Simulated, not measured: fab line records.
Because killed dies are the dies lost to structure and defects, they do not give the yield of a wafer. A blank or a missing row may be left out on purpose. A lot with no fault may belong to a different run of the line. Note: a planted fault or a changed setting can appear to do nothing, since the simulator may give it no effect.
Matching of chambers / flow n5-finfet / 4 sister chambers for N5_BEOL_M0_ETCH_128 on rie-diel-04
The step etches SiCN in CF4/N2, target depth 12 nm, overetch 5.1 nm, time 21.4 s. 4 wafers are shown with their chamber, then 7 later ones without.

== WAFERS WITH THEIR CHAMBER ==
wafer=L086.2; chamber=2; showerhead-plenum-p-Torr (Torr)=2.17
wafer=L086.3; chamber=0; showerhead-plenum-p-Torr (Torr)=2.26
wafer=L088.4; chamber=3; showerhead-plenum-p-Torr (Torr)=2.13
wafer=L088.5; chamber=1; showerhead-plenum-p-Torr (Torr)=2.12

== WAFERS WITHOUT THEIR CHAMBER ==
wafer=L088.6; showerhead-plenum-p-Torr (Torr)=2.17
wafer=L094.1; showerhead-plenum-p-Torr (Torr)=2.25
wafer=L094.4; showerhead-plenum-p-Torr (Torr)=2.17
wafer=L094.5; showerhead-plenum-p-Torr (Torr)=2.12
wafer=L095.2; showerhead-plenum-p-Torr (Torr)=2.25
wafer=L095.5; showerhead-plenum-p-Torr (Torr)=2.12
wafer=L095.6; showerhead-plenum-p-Torr (Torr)=2.25

== CHAMBER TAKEN BY EACH ==
wafer=L088.6; from the rows above=2; in truth=2
wafer=L094.1; from the rows above=0; in truth=0
wafer=L094.4; from the rows above=2; in truth=2
wafer=L094.5; from the rows above=can't be placed: 1 or 3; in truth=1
wafer=L095.2; from the rows above=0; in truth=0
wafer=L095.5; from the rows above=can't be placed: 1 or 3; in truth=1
wafer=L095.6; from the rows above=0; in truth=0
Correctly placed: 5 of 7. These rows do not allow placing 2 (true chamber among the candidates in 2). Wrongly placed: 0.
How it was worked out, from the rows above alone: a wafer's distance from a chamber is the root of the sum, over the readings, of the square of ((its reading less the chamber's mean) divided by the reading's scatter). If the next closest chamber is less than 2 further off than the closest, the wafer can't be placed; otherwise it belongs to the closest. A chamber's mean is the mean of its shown wafers. The scatter (one wafer shown for each chamber): square how far every hidden wafer sits from the nearest shown wafer, average those squares and take the square root.
